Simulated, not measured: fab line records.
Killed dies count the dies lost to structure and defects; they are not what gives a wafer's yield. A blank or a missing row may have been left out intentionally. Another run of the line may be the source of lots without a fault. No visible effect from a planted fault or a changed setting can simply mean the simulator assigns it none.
Split-lot trial | flow n5_finfet | on a route of 1938 steps: 7 lots, 21 wafers read

== THE SPLIT ITSELF ==
At N5_BEOL_M11_PECVD_70 (deposits SiO2 from TEOS/O2, target thk 20 nm, time 22.7 s), the setting time_s was moved away from the recipe's 22.7 s on 8 of the 21 wafers read, by -13.9% to -4.0%. This setting was run at the recipe's value on the other wafers.

Reading taken at the split's own step.

== THE READING ==
SiO2_of_BEOL_M11_PECVD_70.thk_nm (the simulator's own value, which no gauge read), in nm, at N5_BEOL_M11_PECVD_70 (deposits SiO2 from TEOS/O2, target thk 20 nm, time 22.7 s). No usual value for it is given in the file. Across the 13 wafers here that went through the recipe, the average is 20.0 nm and the standard deviation 0.31 nm.

wafer  | tool, chamber at the split | time_s as run, s | against the recipe | SiO2_of_BEOL_M11_PECVD_70.thk_nm, nm | against lot-mates on the recipe
L074.1 | pecvd-03, 0                | 20.25            | -10.8%             | 18.2                                 | no lot-mate on the recipe
L074.2 | pecvd-03, 1                | 20.25            | -10.8%             | 18                                   | no lot-mate on the recipe
L074.3 | pecvd-03, 0                | 20.25            | -10.8%             | 18.4                                 | no lot-mate on the recipe
L077.3 | pecvd-01, 1                | 22.7             | recipe             | 20                                   | -
L077.4 | pecvd-01, 1                | 19.54            | -13.9%             | 17.4                                 | -2.9
L077.5 | pecvd-01, 0                | 22.7             | recipe             | 20.6                                 | -
L078.1 | pecvd-02, 2                | 21.79            | -4.0%              | 19.2                                 | -1.0
L078.3 | pecvd-02, 1                | 21.79            | -4.0%              | 19                                   | -1.2
L078.5 | pecvd-02, 2                | 22.7             | recipe             | 20.2                                 | -
L080.1 | pecvd-02, 1                | 22.7             | recipe             | 20.2                                 | -
L080.2 | pecvd-02, 0                | 20.96            | -7.7%              | 18.8                                 | -1.4
L080.3 | pecvd-02, 2                | 20.96            | -7.7%              | 18.2                                 | -2.0
L084.4 | pecvd-03, 0,1              | 22.7             | recipe             | 19.8                                 | -
L084.5 | pecvd-03, 0,1              | 22.7             | recipe             | 19.8                                 | -
L084.6 | pecvd-03, 2                | 22.7             | recipe             | 19.6                                 | -
L088.1 | pecvd-03, 2                | 22.7             | recipe             | 19.6                                 | -
L088.5 | pecvd-03, 2                | 22.7             | recipe             | 19.6                                 | -
L088.2 | pecvd-03, 1                | 22.7             | recipe             | 19.8                                 | -
L096.2 | pecvd-03, 1                | 22.7             | recipe             | 20.2                                 | -
L096.3 | pecvd-03, 0                | 22.7             | recipe             | 20                                   | -
L096.6 | pecvd-03, 2                | 22.7             | recipe             | 20.4                                 | -
Rows listing several chambers each stand for several wafers; the file does not say which wafer went through which chamber.

THE FIT
A straight line over all 21 wafers: SiO2_of_BEOL_M11_PECVD_70.thk_nm changes by +0.177 nm for each +1% of time_s; r = +0.95; the points scatter about the line by 0.3 nm.
The same after taking each lot's own level away (the mean of its wafers on the recipe; 18 wafers): +0.217 nm for each +1%; r = +0.98; scatter 0.2 nm.
According to that fit, moving time_s by its largest amount changes the reading by 3 nm.
The span of the lots' own levels, 19.67 to 20.30 nm, comes to 2.1 times the standard deviation stated above.
Hence the slope depends on the lot-to-lot level, as the two fits are not the same.
Check: with one of the wafers moved furthest among these (-13.9%) left out of the fit, the line predicts -3.23 nm for it against its lot-mates. Against them it came out at -2.9 nm.

== THESE WAFERS: OTHER SPLITS ==
Other splits were also applied to these wafers ahead of the reading. Each is held against what the fit with the lots' levels taken away leaves over:
other split on the same wafers     | wafers away from the commonest value | r with SiO2_of_BEOL_M11_PECVD_70.thk_nm (lot level and that fit taken away)
N5_BEOL_M7_TRENCH_ETCH_37 source_w | 8                                    | -0.04
N5_BEOL_M8_DESCUM_16 time_s        | 8                                    | +0.10
N5_BEOL_M8_ETCH_62 time_s          | 11                                   | +0.45
N5_BEOL_M9_EXPOSE_25 dose_mj       | 7                                    | +0.01
N5_BEOL_M10_COAT_22 spin_rpm       | 7                                    | -0.24
N5_BEOL_M10_PEB_26 peb_time_s      | 5                                    | -0.11

== THE WHOLE CHAIN: every reading that the file lists as answering this split, in the file's order ==
step                    | what it does                                              | reading                                                                           | change (the file's fit)                                                                                            | r (the file's)
N5_BEOL_M11_PECVD_70    | deposits SiO2 from TEOS/O2, target thk 20 nm, time 22.7 s | SiO2_of_BEOL_M11_PECVD_70.thk_nm (the simulator's own value, which no gauge read) | +0.215 nm for each +1% of the setting                                                                              | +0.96
N5_PASSIVATION_PROBE_49 |                                                           | sort_bin_8_speed                                                                  | +0.0126 for each +1% of the setting, in a fit together with source_w@PASSIVATION_ETCH_54,platen_rpm@BEOL_M5_CMP_52 | 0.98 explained

== THE FILE'S OWN FIT ==
SiO2_of_BEOL_M11_PECVD_70.thk_nm changes by +0.215 nm for each +1% of time_s, r = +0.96.
